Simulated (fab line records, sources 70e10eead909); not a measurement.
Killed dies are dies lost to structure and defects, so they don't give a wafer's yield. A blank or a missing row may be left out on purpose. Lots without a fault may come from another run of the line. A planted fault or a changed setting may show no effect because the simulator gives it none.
Chamber matching | flow nand_harc | NHARC_A_STAIRCASE_CMP_152 on cmp-02: 4 sister chambers
The step polishes. 27 wafers are shown with their chamber, then 12 later ones without.

WAFERS WITH THEIR CHAMBER
wafer  | chamber | motor_current_A (A)
L074.1 | 2       | 11.7
L074.2 | 3       | 13.2
L074.5 | 2       | 11.1
L077.1 | 1       | 11.0
L077.4 | 3       | 13.4
L077.5 | 3       | 13.4
L078.4 | 1       | 10.4
L078.5 | 1       | 10.3
L078.6 | 0       | 13.5
L082.1 | 0       | 13.9
L082.3 | 3       | 13.6
L082.5 | 1       | 10.8
L084.2 | 2       | 11.6
L084.3 | 0       | 13.1
L084.4 | 1       | 10.7
L083.1 | 0       | 12.8
L083.2 | 2       | 11.8
L083.6 | 2       | 11.5
L086.1 | 1       | 10.2
L086.5 | 2       | 11.5
L086.6 | 3       | 13.7
L088.3 | 3       | 13.4
L088.5 | 0       | 14.7
L088.6 | 1       | 10.3
L087.1 | 3       | 12.7
L087.5 | 0       | 13.6
L087.6 | 3       | 14.2

SIGNATURES (means of the wafers above)
reading         | chamber 0 | chamber 1 | chamber 2 | chamber 3 | scatter within a chamber
motor_current_A | 13.600    | 10.529    | 11.533    | 13.450    | 0.434
Rule: a wafer's distance from a chamber is the root of the sum, over the readings, of the square of ((its reading less the chamber's mean) divided by the reading's scatter). The wafer belongs to the nearest chamber; if the next one is less than 2 further off, it can't be placed. The scatter: the root of (the sum of the squares of (reading less its chamber's mean) over the shown wafers, divided by (wafers less chambers)).

WAFERS WITHOUT THEIR CHAMBER
wafer  | motor_current_A (A)
L089.2 | 13.5
L089.3 | 10.2
L089.5 | 10.4
L091.2 | 12.6
L091.4 | 10.7
L091.5 | 11.8
L094.3 | 12.1
L094.4 | 13.1
L094.5 | 11.5
L095.2 | 10.2
L095.4 | 13.1
L095.6 | 13.5

WHICH CHAMBER EACH WENT THROUGH
wafer  | from the rows above          | in truth
L089.2 | can't be placed: 3 or 0      | 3
L089.3 | 1                            | 1
L089.5 | 1                            | 1
L091.2 | can't be placed: 3 or 0 or 2 | 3
L091.4 | can't be placed: 1 or 2      | 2
L091.5 | 2                            | 2
L094.3 | can't be placed: 2 or 3      | 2
L094.4 | can't be placed: 3 or 0      | 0
L094.5 | 2                            | 2
L095.2 | 1                            | 1
L095.4 | can't be placed: 3 or 0      | 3
L095.6 | can't be placed: 3 or 0      | 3
Placed correctly: 5 of 12. Can't be placed from these rows: 7 (the true chamber is among the candidates in 7). Placed wrongly: 0.
